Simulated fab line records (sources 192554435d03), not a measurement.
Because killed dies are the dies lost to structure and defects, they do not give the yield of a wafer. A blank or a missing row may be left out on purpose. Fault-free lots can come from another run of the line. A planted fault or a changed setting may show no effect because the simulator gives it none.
Matching of chambers + flow n5-finfet + N5_GATE_CUT_STRIP_59 on rie-diel-05: 4 sister chambers
The step strips in N2/H2, time 20 s. 18 wafers are shown with their chamber, then 9 later ones without.

WAFERS WITH THEIR CHAMBER
| wafer  | chamber | showerhead-plenum-p-Torr (Torr) | drypump-motor-current-A (A) | throttle-valve-pct (%) |
|--------|---------|---------------------------------|-----------------------------|------------------------|
| L075.1 | 0       | 3.32                            | 6.3                         | 12.27                  |
| L075.2 | 1       | 3.58                            | 5.4                         | 11.82                  |
| L075.5 | 2       | 3.58                            | 5.5                         | 12.09                  |
| L080.2 | 1       | 3.58                            | 5.3                         | 11.87                  |
| L080.5 | 0       | 3.31                            | 6.3                         | 12.30                  |
| L080.6 | 1       | 3.58                            | 5.3                         | 11.85                  |
| L083.2 | 3       | 3.34                            | 5.3                         | 12.24                  |
| L083.5 | 3       | 3.34                            | 5.3                         | 12.24                  |
| L083.6 | 0       | 3.31                            | 6.3                         | 12.32                  |
| L085.2 | 1       | 3.57                            | 5.4                         | 11.90                  |
| L085.5 | 0       | 3.31                            | 6.3                         | 12.33                  |
| L085.6 | 1       | 3.57                            | 5.3                         | 11.89                  |
| L087.1 | 2       | 3.56                            | 5.5                         | 12.12                  |
| L087.4 | 3       | 3.34                            | 5.3                         | 12.24                  |
| L087.5 | 3       | 3.34                            | 5.3                         | 12.26                  |
| L091.3 | 2       | 3.56                            | 5.5                         | 12.16                  |
| L091.4 | 3       | 3.33                            | 5.4                         | 12.27                  |
| L091.6 | 2       | 3.56                            | 5.5                         | 12.16                  |

SIGNATURES, as means of the wafers listed above
| reading                  | chamber 0 | chamber 1 | chamber 2 | chamber 3 | scatter within a chamber |
|--------------------------|-----------|-----------|-----------|-----------|--------------------------|
| showerhead-plenum-p-Torr | 3.3125    | 3.5760    | 3.5650    | 3.3380    | 0.00641                  |
| drypump-motor-current-A  | 6.300     | 5.340     | 5.500     | 5.320     | 0.0378                   |
| throttle-valve-pct       | 12.3050   | 11.8660   | 12.1325   | 12.2500   | 0.0274                   |
Rule: for each reading, subtract the chamber's mean from the wafer's reading, divide by that reading's scatter and square the result; add these up over the readings and take the root, which gives the wafer's distance from the chamber. The wafer belongs to the nearest chamber; if the next one is less than 2 further off, it can't be placed. The scatter: take each reading less its chamber's mean, square it, sum over the shown wafers, divide by the number of wafers less the number of chambers, and take the root.

WAFERS MISSING THEIR CHAMBER
| wafer  | showerhead-plenum-p-Torr (Torr) | drypump-motor-current-A (A) | throttle-valve-pct (%) |
|--------|---------------------------------|-----------------------------|------------------------|
| L094.1 | 3.57                            | 5.4                         | 11.93                  |
| L094.2 | 3.30                            | 6.3                         | 12.36                  |
| L094.3 | 3.33                            | 5.3                         | 12.28                  |
| L095.1 | 3.55                            | 5.4                         | 12.16                  |
| L095.2 | 3.56                            | 5.3                         | 11.92                  |
| L095.3 | 3.30                            | 6.4                         | 12.39                  |
| L096.1 | 3.33                            | 5.4                         | 12.29                  |
| L096.3 | 3.30                            | 6.3                         | 12.38                  |
| L096.4 | 3.56                            | 5.3                         | 11.94                  |

THE CHAMBER EACH PASSED THROUGH
| wafer  | from the rows above | in truth |
|--------|---------------------|----------|
| L094.1 | 1                   | 1        |
| L094.2 | 0                   | 0        |
| L094.3 | 3                   | 3        |
| L095.1 | 2                   | 2        |
| L095.2 | 1                   | 1        |
| L095.3 | 0                   | 0        |
| L096.1 | 3                   | 3        |
| L096.3 | 0                   | 0        |
| L096.4 | 1                   | 1        |
9 of 9 placed correctly. Not placeable from these rows: 0. Placed wrongly: 0.
